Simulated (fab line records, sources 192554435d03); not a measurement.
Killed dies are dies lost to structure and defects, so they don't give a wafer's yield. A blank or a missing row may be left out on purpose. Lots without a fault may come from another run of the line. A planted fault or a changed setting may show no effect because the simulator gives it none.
Split-lot experiment | flow n5_finfet | 7 lots, 21 wafers read, on a route of 1938 steps

THE SPLIT
At N5_SD_EPI_P_EPI_21 (deposits SiGe:B, time 355 s), the setting time_s was moved away from the recipe's 355 s on 6 of the 21 wafers read, by -17.4% to +14.5%. The other wafers ran this setting at the recipe's value.

FROM THE SPLIT TO THE READING: what the file shows between them, 3 steps
- N5_SD_EPI_P_EPI_MEAS_23
- N5_SD_EPI_P_HM_STRIP_48: strips SiNx in H3PO4, material SiNx, target depth 3 nm
- N5_SD_ACTIVATION_LSA_01: time 0.0008 s (also split here: temp_c)

THE READING
RS_SD_P, in ohm/sq, at N5_SD_ACTIVATION_RS_MEAS_03 (measures by four-point-probe). Fault-free wafers of this fab line usually give 56.0 ohm/sq, standard deviation 1.1 ohm/sq.

wafer  | tool, chamber at the split | time_s as run, s | against the recipe | RS_SD_P, ohm/sq | against lot-mates on the recipe
L074.1 | epi_rpcvd-02, 0            | 355              | recipe             | 56.2            | -
L074.3 | epi_rpcvd-02, 0            | 355              | recipe             | 57.1            | -
L074.4 | epi_rpcvd-02, 0            | 355              | recipe             | 58.2            | -
L077.1 | epi_rpcvd-04, 0            | 355              | recipe             | 57.3            | -
L077.5 | epi_rpcvd-04, 0            | 301.8            | -15.0%             | 64.9            | +7.2
L077.6 | epi_rpcvd-04, 0            | 355              | recipe             | 58.2            | -
L079.3 | epi_rpcvd-02, 0            | 386.8            | +9.0%              | 53.6            | -2.6
L079.4 | epi_rpcvd-02, 0            | 355              | recipe             | 56.9            | -
L079.5 | epi_rpcvd-02, 0            | 355              | recipe             | 55.6            | -
L083.1 | epi_rpcvd-03, 0            | 355              | recipe             | 55.6            | -
L083.2 | epi_rpcvd-03, 0            | 293.2            | -17.4%             | 62.7            | +7.3
L083.4 | epi_rpcvd-03, 0            | 355              | recipe             | 55.2            | -
L091.2 | epi_rpcvd-04, 0            | 355              | recipe             | 56.5            | -
L091.5 | epi_rpcvd-04, 0            | 355              | recipe             | 57.7            | -
L091.6 | epi_rpcvd-04, 0            | 387              | +9.0%              | 53.4            | -3.7
L092.2 | epi_rpcvd-03, 0            | 355              | recipe             | 52.8            | -
L092.3 | epi_rpcvd-03, 0            | 355              | recipe             | 53.4            | -
L092.4 | epi_rpcvd-03, 0            | 355              | recipe             | 53.7            | -
L094.1 | epi_rpcvd-04, 0            | 406.6            | +14.5%             | 50.8            | -5.3
L094.3 | epi_rpcvd-04, 0            | 406.6            | +14.5%             | 50.3            | -5.8
L094.6 | epi_rpcvd-04, 0            | 355              | recipe             | 56.1            | -

THE FIT
A straight line over all 21 wafers: RS_SD_P changes by -0.412 ohm/sq for each +1% of time_s; r = -0.89; the points scatter about the line by 1.6 ohm/sq.
The same after taking each lot's own level away (the mean of its wafers on the recipe; 21 wafers): -0.409 ohm/sq for each +1%; r = -0.98; scatter 0.59 ohm/sq.
On that fit, the largest move of time_s shifts the reading by 7.1 ohm/sq.
The lots' own levels span 53.30 to 57.75 ohm/sq, that is 4.0 times the standard deviation above.
So the lot-to-lot level changes the slope little: the two slopes agree.
Check: with one of the wafers moved furthest among these (-17.4%) left out of the fit, the line predicts +7.24 ohm/sq for it against its lot-mates. It came out at +7.3 ohm/sq against them.

OTHER SPLITS ON THESE WAFERS
These wafers also went through other splits before the reading. Each is held against what the fit with the lots' levels taken away leaves over:
other split on the same wafers        | wafers away from the commonest value | r with RS_SD_P (lot level and that fit taken away)
N5_FIN_SAQP_COAT_50 spin_rpm          | 6                                    | +0.41
N5_FIN_SAQP_DEVELOP_15 develop_time_s | 8                                    | +0.09
N5_SD_ACTIVATION_LSA_01 temp_c        | 3                                    | -0.48

THE WHOLE CHAIN: every reading that the file lists as answering this split, in the file's order
step                        | what it does                                           | reading                                                                           | change (the file's fit)               | r (the file's)
N5_SD_EPI_P_EPI_21          | deposits SiGe:B, time 355 s                            | SiGe-B_of_SD_EPI_P_EPI_21.thk_nm (the simulator's own value, which no gauge read) | +0.397 nm for each +1% of the setting | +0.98
N5_SD_EPI_P_EPI_MEAS_23     |                                                        | thk_nm                                                                            | withheld for each +1% of the setting  | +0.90
N5_SD_EPI_P_HM_STRIP_48     | strips SiNx in H3PO4, material SiNx, target depth 3 nm | SiGe-B_of_SD_EPI_P_EPI_21.thk_nm (the simulator's own value, which no gauge read) | +0.394 nm for each +1% of the setting | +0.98
N5_SD_ACTIVATION_RS_MEAS_03 | measures by four-point-probe                           | RS_SD_P                                                                           | -0.412 for each +1% of the setting    | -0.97

THE FILE'S OWN FIT
RS_SD_P changes by -0.412 ohm/sq for each +1% of time_s, r = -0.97.
